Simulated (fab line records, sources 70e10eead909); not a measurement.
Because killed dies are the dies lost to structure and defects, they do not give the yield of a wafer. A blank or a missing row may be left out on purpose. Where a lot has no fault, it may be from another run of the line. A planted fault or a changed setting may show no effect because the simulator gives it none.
The tool behind it: which one? :: flow nand harc :: 33 wafers from 11 lots sampled at 4 of the route's 1302 steps

== WHAT EACH GAUGE READ, for each wafer ==
NHARC_P_CONTACT_CD_MEAS_12: the cd target is 90 nm.
lot: L552
measured: day 7 09:04
on: cd sem-01
cd nm (nm): 89.5 89.4 88.7

lot: L554
measured: day 8 00:49
on: cd sem-03
cd nm (nm): 89.1 90.4 89.8

lot: L558
measured: day 9 17:38
on: cd sem-03
cd nm (nm): 81.3 89.6 89.4

lot: L559
measured: day 10 06:57
on: cd sem-03
cd nm (nm): 81.3 80.8 89.9

lot: L566
measured: day 12 23:49
on: cd sem-01
cd nm (nm): 89.0 90.0 89.1

lot: L568
measured: day 13 15:54
on: cd sem-01
cd nm (nm): 90.0 90.5 89.4

lot: L567
measured: day 13 16:40
on: cd sem-02
cd nm (nm): 89.1 89.9 89.6

lot: L569
measured: day 14 07:22
on: cd sem-03
cd nm (nm): 89.5 89.3 90.0

lot: L570
measured: day 14 20:29
on: cd sem-02
cd nm (nm): 89.7 90.3 88.6

lot: L571
measured: day 15 04:44
on: cd sem-02
cd nm (nm): 88.3 89.0 89.2

lot: L572
measured: day 15 17:26
on: cd sem-01
cd nm (nm): 89.3 89.5 90.4

== WHICH TOOL RAN EACH LOT (tool, then ch and the chambers of the sampled wafers, then the start) ==
lot: L552
NHARC_P_GATE_STRIP_112: plasma asher-02 ch 0,1, day 7 03:14
NHARC_P_GATE_DESCUM_93: rie diel-10 ch 0,1,2, day 7 04:35
NHARC_P_CONTACT_PEB_10: litho track-06 ch 0, day 7 08:59

lot: L554
NHARC_P_GATE_STRIP_112: plasma asher-01 ch 0,1, day 7 18:57
NHARC_P_GATE_DESCUM_93: rie diel-04 ch 1,2,3, day 7 20:18
NHARC_P_CONTACT_PEB_10: litho track-01 ch 0, day 8 00:44

lot: L558
NHARC_P_GATE_STRIP_112: plasma asher-01 ch 0,1, day 9 11:47
NHARC_P_GATE_DESCUM_93: rie diel-10 ch 0,2, day 9 13:08
NHARC_P_CONTACT_PEB_10: litho track-01 ch 0, day 9 17:34

lot: L559
NHARC_P_GATE_STRIP_112: plasma asher-02 ch 0,1, day 10 01:14
NHARC_P_GATE_DESCUM_93: rie diel-04 ch 0,1,2, day 10 02:26
NHARC_P_CONTACT_PEB_10: litho track-01 ch 0, day 10 06:52

lot: L566
NHARC_P_GATE_STRIP_112: plasma asher-02 ch 0,1, day 12 18:04
NHARC_P_GATE_DESCUM_93: rie diel-04 ch 0,1,2, day 12 19:24
NHARC_P_CONTACT_PEB_10: litho track-04 ch 0, day 12 23:44

lot: L568
NHARC_P_GATE_STRIP_112: plasma asher-01 ch 0,1, day 13 10:16
NHARC_P_GATE_DESCUM_93: rie diel-04 ch 0,1,2, day 13 11:30
NHARC_P_CONTACT_PEB_10: litho track-01 ch 0, day 13 15:49

lot: L567
NHARC_P_GATE_STRIP_112: plasma asher-01 ch 0,1, day 13 10:50
NHARC_P_GATE_DESCUM_93: rie diel-01 ch 0,3, day 13 12:08
NHARC_P_CONTACT_PEB_10: litho track-04 ch 0, day 13 16:35

lot: L569
NHARC_P_GATE_STRIP_112: plasma asher-02 ch 0,1, day 14 01:41
NHARC_P_GATE_DESCUM_93: rie diel-04 ch 2,3, day 14 02:51
NHARC_P_CONTACT_PEB_10: litho track-04 ch 0, day 14 07:17

lot: L570
NHARC_P_GATE_STRIP_112: plasma asher-02 ch 0,1, day 14 14:51
NHARC_P_GATE_DESCUM_93: rie diel-01 ch 0,2,3, day 14 16:05
NHARC_P_CONTACT_PEB_10: litho track-04 ch 0, day 14 20:23

lot: L571
NHARC_P_GATE_STRIP_112: plasma asher-01 ch 0,1, day 14 22:37
NHARC_P_GATE_DESCUM_93: rie diel-10 ch 0,2,3, day 14 23:53
NHARC_P_CONTACT_PEB_10: litho track-01 ch 0, day 15 04:40

lot: L572
NHARC_P_GATE_STRIP_112: plasma asher-02 ch 0,1, day 15 11:10
NHARC_P_GATE_DESCUM_93: rie diel-04 ch 0,1,3, day 15 12:19
NHARC_P_CONTACT_PEB_10: litho track-06 ch 0, day 15 17:21
- NHARC_P_GATE_STRIP_112: strips in N2/H2, time 200 s.
- NHARC_P_GATE_DESCUM_93: chemistry O2, time 3 s.
- NHARC_P_CONTACT_PEB_10: peb time 65 s.

== THE ANSWER, worked out from the rows above alone ==
Rule: usual is defined by the lots themselves. Put in order of their means at a reading, lots are off if they are a third of the lots or fewer, leave a main group of 4 or more, and stand apart from it by a gap of 3 or more times the standard deviation of the main group's means; of several such gaps the widest counts. A main group is skipped when, at the precision printed for the reading in the tables above, its means are all equal. A lot without any number at a reading at which 4 lots or more have one is off too. Any other lot the step has rows for is counted as sound.
Off, at NHARC_P_CONTACT_CD_MEAS_12 on cd nm: L558, L559. Main group: mean 89.5 nm, sd 0.32.
If a tool, at a process step before that reading, ran all the lots that are off and no sound lot after the first of them, it fits. Those tools and the gauges at NHARC_P_CONTACT_CD_MEAS_12 are tried in the same way. No candidate that was tried fits.

== WHAT WAS PUT IN BY THE SIMULATOR ==
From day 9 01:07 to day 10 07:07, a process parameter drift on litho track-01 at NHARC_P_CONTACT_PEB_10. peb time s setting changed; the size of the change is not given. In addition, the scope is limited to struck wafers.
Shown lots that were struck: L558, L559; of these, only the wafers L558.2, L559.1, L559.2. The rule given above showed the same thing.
